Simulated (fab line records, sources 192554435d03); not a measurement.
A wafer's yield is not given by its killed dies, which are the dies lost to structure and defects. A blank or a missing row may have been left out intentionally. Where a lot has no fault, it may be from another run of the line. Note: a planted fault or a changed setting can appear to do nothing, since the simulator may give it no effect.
Matching of chambers    flow n5-finfet    N5_BEOL_M5_ILD_DEP_00 on pecvd-04: 3 sister chambers
The step deposits SiCOH lowk from DEMS/porogen, target thk 140.64 nm, time 25.9 s. 14 wafers are shown with their chamber, then 7 later ones without.

## WAFERS, EACH WITH ITS CHAMBER
wafer   chamber  throttle-valve-pct (%)  heater-power-w (W)  showerhead-plenum-p-Torr (Torr)
L084.2  2        13.9                    243                 5.736
L084.3  1        13.8                    280                 5.750
L084.5  2        14.0                    246                 5.740
L085.1  2        13.8                    215                 5.731
L085.4  2        13.7                    222                 5.734
L085.5  2        14.0                    224                 5.726
L089.1  2        13.7                    226                 5.746
L089.3  0        12.9                    272                 5.730
L089.5  1        13.7                    311                 5.746
L090.4  2        13.9                    251                 5.754
L090.5  1        13.9                    307                 5.753
L090.6  0        13.2                    302                 5.729
L092.1  1        13.8                    326                 5.749
L092.2  2        13.8                    226                 5.760

SIGNATURES (means of the wafers above)
reading                   chamber 0  chamber 1  chamber 2  scatter within a chamber
throttle-valve-pct        13.050     13.800     13.850     0.122
heater-power-w            287.00     306.00     231.62     15.8
showerhead-plenum-p-Torr  5.72950    5.74950    5.74087    0.00944
Rule: for a wafer and a chamber, the distance is found by dividing, reading by reading, the gap between the wafer's reading and the chamber's mean by the reading's scatter, squaring, summing and taking the root. If the next closest chamber is less than 2 further off than the closest, the wafer can't be placed; otherwise it belongs to the closest. The scatter: take each reading less its chamber's mean, square it, sum over the shown wafers, divide by the number of wafers less the number of chambers, and take the root.

## WAFERS MISSING THEIR CHAMBER
wafer   throttle-valve-pct (%)  heater-power-w (W)  showerhead-plenum-p-Torr (Torr)
L092.3  12.9                    305                 5.737
L094.1  13.7                    270                 5.740
L094.4  12.9                    294                 5.715
L094.5  13.9                    226                 5.738
L097.3  12.9                    291                 5.720
L097.4  14.2                    188                 5.742
L097.5  14.0                    287                 5.762

## CHAMBER TAKEN BY EACH
wafer   from the rows above      in truth
L092.3  0                        0
L094.1  can't be placed: 1 or 2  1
L094.4  0                        0
L094.5  2                        2
L097.3  0                        0
L097.4  2                        2
L097.5  can't be placed: 1 or 2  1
Placed correctly: 5 of 7. These rows do not allow placing 2 (true chamber among the candidates in 2). Number placed wrongly: 0.
